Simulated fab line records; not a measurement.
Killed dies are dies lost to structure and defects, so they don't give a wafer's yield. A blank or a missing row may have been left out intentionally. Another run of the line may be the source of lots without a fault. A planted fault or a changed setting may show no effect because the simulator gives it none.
Which tool was responsible? ; flow n5Finfet ; 7 lots, 21 wafers sampled, at 1 step of a route of 1938

WHAT THE GAUGES READ, wafer by wafer
N5_BEOL_M4_RC_MEAS_101. Usual: DIBL_N 36.5 mV/V, standard deviation 1.7; DIBL_P 36.3 mV/V, standard deviation 2.1; IOFF_N 0.16 nA/um, standard deviation 0.036; IOFF_P 0.21 nA/um, standard deviation 0.037; ION_N 676 uA/um, standard deviation 12; ION_P 462 uA/um, standard deviation 7.6; SS_N 71.5 mV/dec, standard deviation 0.68; SS_P 73.3 mV/dec, standard deviation 0.63; VT_N 249 mV, standard deviation 3.5; VT_P -250 mV, standard deviation 3.5.
lot;measured;on;DIBL_N (mV/V);DIBL_P (mV/V);IOFF_N (nA/um);IOFF_P (nA/um);ION_N (uA/um);ION_P (uA/um);SS_N (mV/dec);SS_P (mV/dec);VT_N (mV);VT_P (mV);flag
L602;day 8 21:51;prober-02;38.8 37.0 37.7;38.2 35.9 37.0;0.23 0.18 0.20;0.28 0.24 0.26;697 688 693;472 469 472;71.3 71.5 71.6;74.5 73.4 74.2;248 247 247;-245 -248 -246;
L609;day 10 15:15;prober-01;32.9 37.2 33.1;32.3 36.6 32.3;0.11 0.18 0.11;0.14 0.22 0.15;661 679 661;450 462 450;70.7 71.6 70.2;71.6 73.9 72.4;254 249 250;-254 -248 -255;
L611;day 11 11:20;prober-01;34.2 36.2 36.8;35.5 37.2 38.8;0.12 0.15 0.18;0.17 0.19 0.22;664 677 686;455 457 465;70.5 70.7 71.7;73.1 73.5 74.0;252 249 247;-254 -250 -250;
L612;day 11 14:52;prober-02;36.1 38.9 36.0;35.1 38.4 34.6;0.16 0.22 0.15;0.25 0.31 0.23;675 694 673;479 476 475;70.8 72.2 71.7;73.5 73.6 72.5;247 245 247;-244 -239 -249;
L616;day 11 16:50;prober-01;37.6 35.3 39.6;38.6 35.9 40.3;0.18 0.13 0.23;0.22 0.19 0.25;681 667 682;467 459 463;72.4 71.0 72.1;73.6 73.3 74.1;248 253 244;-250 -251 -247;
L614;day 12 00:33;prober-02;36.0 34.1 35.2;36.6 34.7 36.3;0.15 0.13 0.15;0.21 0.19 0.21;667 677 675;456 466 466;72.2 71.1 71.9;73.3 73.0 73.5;252 251 251;-250 -250 -250;
L619;day 13 01:03;prober-02;37.4 36.9 37.0;38.3 37.2 37.3;0.16 0.16 0.16;0.22 0.21 0.21;676 682 667;461 461 463;71.4 70.6 71.3;74.0 73.2 72.6;251 250 250;-249 -251 -248;

WHAT TOOL EACH LOT RAN ON (gives the tool, then ch and the chambers of the sampled wafers, and finally the start)
There is no process step in the record ahead of these readings.

AS READ BY THE TOOLS THEMSELVES (means over the sampled wafers that have a number; for cases with no such wafer, the mark the record gives instead)
The record holds no such reading with a usual standard deviation.

THE ANSWER, worked out from the rows above alone
Rule: a lot is off if the mean of its wafers that have a number lies more than 3 standard deviations from the usual mean. A lot without any number at a reading at which 4 lots or more have one is off too. Any other lot the step has rows for is counted as sound. First the gauges in route order, then the tools' own readings, where a lot's mean is used as printed above. At the first step where some lot is off, the reading lying furthest off is the one used; lots without a number count as furthest.
Across all readings shown, no lot is off: no conclusion can be drawn from this.

WHAT WAS PUT IN BY THE SIMULATOR
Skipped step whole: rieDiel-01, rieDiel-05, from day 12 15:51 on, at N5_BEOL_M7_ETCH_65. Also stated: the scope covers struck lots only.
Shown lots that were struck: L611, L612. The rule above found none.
